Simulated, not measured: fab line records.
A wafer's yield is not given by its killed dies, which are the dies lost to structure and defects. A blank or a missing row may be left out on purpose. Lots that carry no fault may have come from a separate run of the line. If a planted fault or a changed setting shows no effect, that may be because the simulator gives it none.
Which tool was responsible? + flow nandHarc + 36 wafers from 12 lots sampled at 6 of the route's 1159 steps

== WHAT THE GAUGES READ, wafer by wafer ==
NHARC_P_GATE_INSPECT_68.
| lot  | measured     | on               | rawDefectCount |
|------|--------------|------------------|----------------|
| L964 | day 5 15:03  | defectInspect-02 | 292 363 171    |
| L965 | day 5 15:58  | defectInspect-02 | 395 371 276    |
| L967 | day 6 06:40  | defectInspect-02 | 144 143 154    |
| L968 | day 6 07:37  | defectInspect-01 | 341 382 375    |
| L969 | day 6 20:31  | defectInspect-02 | 156 94 100     |
| L970 | day 6 21:28  | defectInspect-02 | 188 208 281    |
| L971 | day 7 06:34  | defectInspect-01 | 988 982 1124   |
| L972 | day 7 12:23  | defectInspect-01 | 996 983 957    |
| L982 | day 10 06:26 | defectInspect-01 | 430 312 226    |
| L984 | day 10 11:14 | defectInspect-01 | 166 167 197    |
| L986 | day 10 18:35 | defectInspect-01 | 186 172 306    |
| L987 | day 11 06:17 | defectInspect-02 | 142 289 200    |

NHARC_END_SORT_01.
| lot  | measured     | on        | killedAtArray | killedAtOther | killedAtPeriphery | killedDies  | killedOpen | killedShort |
|------|--------------|-----------|---------------|---------------|-------------------|-------------|------------|-------------|
| L971 | day 20 18:38 | prober-01 | 18 32 30      | 0 0 0         | 44 41 94          | 62 73 124   | 6 3 3      | 1 1 2       |
| L972 | day 21 10:37 | prober-02 | 29 24 22      | 0 0 0         | 101 101 95        | 130 125 117 | 2 2 2      | 2 3 1       |

== WHAT TOOL EACH LOT RAN ON (gives the tool, then ch and the chambers of the sampled wafers, and finally the start) ==
| lot  | NHARC_P_GATE_ETCHBACK_37                     | NHARC_P_GATE_STRIP_76               | NHARC_P_CONTACT_CMP_01        | NHARC_P_CONTACT_DESCUM_17         |
|------|----------------------------------------------|-------------------------------------|-------------------------------|-----------------------------------|
| L964 | rieDiel-08 ch 0,3, day 5 11:11 or earlier    | plasmaAsher-02 ch 0,1, day 5 11:11  | cmp-04 ch 0,2,3, day 5 15:59  | rieDiel-02 ch 1,3, day 5 16:53    |
| L965 | rieDiel-08 ch 0,1,3, day 5 11:48 or earlier  | plasmaAsher-02 ch 0,1, day 5 11:48  | cmp-01 ch 0,1,2, day 5 17:05  | rieDiel-02 ch 0,1,3, day 5 18:05  |
| L967 | rieDiel-08 ch 0,2,3, day 6 02:47 or earlier  | plasmaAsher-02 ch 0, day 6 02:47    | cmp-03 ch 2,3, day 6 07:26    | rieDiel-04 ch 2,3, day 6 08:29    |
| L968 | rieDiel-08 ch 0,1,3, day 6 03:10 or earlier  | plasmaAsher-01 ch 1, day 6 03:10    | cmp-01 ch 0,1,2, day 6 08:27  | rieDiel-12 ch 0,2, day 6 09:26    |
| L969 | rieDiel-11 ch 0,2, day 6 16:29 or earlier    | plasmaAsher-02 ch 0,1, day 6 16:29  | cmp-04 ch 1,2,3, day 6 21:19  | rieDiel-02 ch 0,1, day 6 22:19    |
| L970 | rieDiel-10 ch 0,2, day 6 17:11 or earlier    | plasmaAsher-02 ch 0,1, day 6 17:11  | cmp-04 ch 1,3, day 6 22:25    | rieDiel-02 ch 0,2, day 6 23:25    |
| L971 | rieDiel-08 ch 0,1,3, day 7 02:43 or earlier  | plasmaAsher-02 ch 0,1, day 7 02:43  | cmp-04 ch 1,2,3, day 7 07:25  | rieDiel-04 ch 0,1, day 7 08:14    |
| L972 | rieDiel-08 ch 0,2, day 7 08:28 or earlier    | plasmaAsher-02 ch 1, day 7 08:28    | cmp-01 ch 0,2, day 7 13:11    | rieDiel-12 ch 1,2,3, day 7 14:04  |
| L982 | rieDiel-08 ch 0,2, day 10 02:32 or earlier   | plasmaAsher-01 ch 0,1, day 10 02:32 | cmp-03 ch 1,2,3, day 10 07:25 | rieDiel-04 ch 0,2,3, day 10 08:26 |
| L984 | rieDiel-08 ch 0,1,3, day 10 07:20 or earlier | plasmaAsher-02 ch 0,1, day 10 07:20 | cmp-04 ch 1,2,3, day 10 12:04 | rieDiel-02 ch 0,1,2, day 10 13:05 |
| L986 | rieDiel-08 ch 1,2,3, day 10 14:13 or earlier | plasmaAsher-02 ch 0,1, day 10 14:13 | cmp-03 ch 0,1,3, day 10 19:23 | rieDiel-02 ch 1,2,3, day 10 20:17 |
| L987 | rieDiel-11 ch 2,3, day 11 02:05 or earlier   | plasmaAsher-02 ch 0,1, day 11 02:05 | cmp-03 ch 0,3, day 11 07:05   | rieDiel-04 ch 0,2,3, day 11 08:07 |
- NHARC_P_GATE_ETCHBACK_37: etches the open film in CHF3/O2, target depth 34.5 nm, time 17.2 s.
- NHARC_P_GATE_STRIP_76: strips in O2.
- NHARC_P_CONTACT_CMP_01: polishes SiO2, target thk 200 nm.
- NHARC_P_CONTACT_DESCUM_17: chemistry O2, time 3 s.

== WHAT THE TOOLS THEMSELVES READ (means of the sampled wafers that have a number; where no wafer has one, the mark that the record gives instead) ==
NHARC_P_GATE_ETCHBACK_37.
| lot  | tool       | drypumpMotorCurrentA (A) | mfcArSccm (sccm) | oesProductAu (a.u.) | rfVppV (V) | showerheadPlenumPTorr (Torr) | throttleValvePct (%) |
|------|------------|--------------------------|------------------|---------------------|------------|------------------------------|----------------------|
| L964 | rieDiel-08 | 5.6                      | 200.1            | 0.93                | 370.9      | 2.40                         | 20.567               |
| L965 | rieDiel-08 | 6.0                      | 199.9            | 0.94                | 371.5      | 2.45                         | 20.575               |
| L967 | rieDiel-08 | 5.7                      | 200.0            | 0.93                | 370.2      | 2.35                         | 20.573               |
| L968 | rieDiel-08 | 6.0                      | 199.8            | 1.01                | 371.5      | 2.45                         | 20.571               |
| L969 | rieDiel-11 | 6.1                      | 199.8            | 1.01                | 370.1      | 2.38                         | 20.576               |
| L970 | rieDiel-10 | 5.4                      | 200.3            | 1.00                | 371.6      | 2.46                         | 20.581               |
| L971 | rieDiel-08 | 6.0                      | 199.5            | 1.01                | 371.4      | 2.45                         | 20.575               |
| L972 | rieDiel-08 | 5.8                      | 199.1            | 1.00                | 368.9      | 2.34                         | 20.580               |
| L982 | rieDiel-08 | 5.8                      | 200.4            | 0.92                | 368.4      | 2.30                         | 20.563               |
| L984 | rieDiel-08 | 5.9                      | 199.7            | 0.94                | 371.0      | 2.44                         | 20.572               |
| L986 | rieDiel-08 | 5.9                      | 200.4            | 0.93                | 371.2      | 2.39                         | 20.575               |
| L987 | rieDiel-11 | 6.4                      | 199.6            | 0.99                | 371.5      | 2.45                         | 20.573               |

NHARC_P_GATE_STRIP_76.
| lot  | tool           | drypumpMotorCurrentA (A) | heaterPowerW (W) |
|------|----------------|--------------------------|------------------|
| L964 | plasmaAsher-02 | 5.73                     | 356              |
| L965 | plasmaAsher-02 | 5.76                     | 351              |
| L967 | plasmaAsher-02 | 5.71                     | 342              |
| L968 | plasmaAsher-01 | 5.93                     | 308              |
| L969 | plasmaAsher-02 | 5.75                     | 362              |
| L970 | plasmaAsher-02 | 5.76                     | 363              |
| L971 | plasmaAsher-02 | 5.71                     | 353              |
| L972 | plasmaAsher-02 | 5.76                     | 372              |
| L982 | plasmaAsher-01 | 5.57                     | 318              |
| L984 | plasmaAsher-02 | 5.74                     | 336              |
| L986 | plasmaAsher-02 | 5.74                     | 347              |
| L987 | plasmaAsher-02 | 5.74                     | 340              |

NHARC_P_CONTACT_CMP_01.
| lot  | tool   | motorCurrentA (A) |
|------|--------|-------------------|
| L964 | cmp-04 | 11.2              |
| L965 | cmp-01 | 11.6              |
| L967 | cmp-03 | 10.9              |
| L968 | cmp-01 | 12.0              |
| L969 | cmp-04 | 11.6              |
| L970 | cmp-04 | 11.5              |
| L971 | cmp-04 | 11.7              |
| L972 | cmp-01 | 12.9              |
| L982 | cmp-03 | 11.3              |
| L984 | cmp-04 | 11.8              |
| L986 | cmp-03 | 11.2              |
| L987 | cmp-03 | 10.7              |

NHARC_P_CONTACT_DESCUM_17.
| lot  | tool       | drypumpMotorCurrentA (A) | mfcArSccm (sccm) | oesProductAu (a.u.) | rfVppV (V) | showerheadPlenumPTorr (Torr) | throttleValvePct (%) |
|------|------------|--------------------------|------------------|---------------------|------------|------------------------------|----------------------|
| L964 | rieDiel-02 | 6.1                      | 0.000            | 1.006               | 58.3       | 2.03                         | 11.315               |
| L965 | rieDiel-02 | 6.0                      | 0.000            | 1.002               | 58.2       | 2.03                         | 11.305               |
| L967 | rieDiel-04 | 5.6                      | 0.003            | 1.002               | 57.4       | 1.80                         | 11.315               |
| L968 | rieDiel-12 | 6.1                      | 0.000            | 0.990               | 59.0       | 2.00                         | 11.307               |
| L969 | rieDiel-02 | 6.0                      | 0.000            | 0.992               | 57.9       | 2.06                         | 11.312               |
| L970 | rieDiel-02 | 5.8                      | 0.029            | 1.004               | 58.1       | 1.93                         | 11.328               |
| L971 | rieDiel-04 | 5.7                      | 0.004            | 0.998               | 57.3       | 1.88                         | 11.308               |
| L972 | rieDiel-12 | 6.3                      | 0.003            | 0.993               | 58.7       | 1.94                         | 11.309               |
| L982 | rieDiel-04 | 5.8                      | 0.007            | 0.994               | 56.9       | 1.80                         | 11.309               |
| L984 | rieDiel-02 | 5.9                      | 0.015            | 0.995               | 57.4       | 1.99                         | 11.310               |
| L986 | rieDiel-02 | 6.0                      | 0.015            | 0.998               | 57.7       | 1.96                         | 11.309               |
| L987 | rieDiel-04 | 5.9                      | 0.007            | 0.987               | 58.0       | 1.80                         | 11.313               |

== THE ANSWER, worked out from the rows above alone ==
Rule: the lots themselves supply what counts as usual. The widest of any qualifying gaps counts: lots, ordered by their means at a reading, are off when they make up no more than a third of the lots, leave a main group of 4 or more, and stand apart from it by 3 or more times the standard deviation of that group's means. The tables above print the reading to a certain number of digits; a main group whose means all agree to those digits is not used. A lot without any number at a reading at which 4 lots or more have one is off too. Any other lot the step has rows for is counted as sound. The gauges are gone through in route order, then the tools' own readings, and for those a lot's mean is taken as printed above. At the first step where some lot is off, the reading lying furthest off is the one used; lots without a number count as furthest.
Off: L971, L972 (NHARC_P_GATE_INSPECT_68, rawDefectCount). The main group has a mean of 241 with a standard deviation of 80.
If a tool, at a process step before that reading, ran all the lots that are off and no sound lot after the first of them, it fits. Those tools and the gauges at NHARC_P_GATE_INSPECT_68 are tried in the same way. With no start given for some of its lots, NHARC_P_GATE_ETCHBACK_37 uses the hours and lot order of NHARC_P_GATE_STRIP_76. Of those tried, none fits.

== WHAT WAS PUT IN BY THE SIMULATOR ==
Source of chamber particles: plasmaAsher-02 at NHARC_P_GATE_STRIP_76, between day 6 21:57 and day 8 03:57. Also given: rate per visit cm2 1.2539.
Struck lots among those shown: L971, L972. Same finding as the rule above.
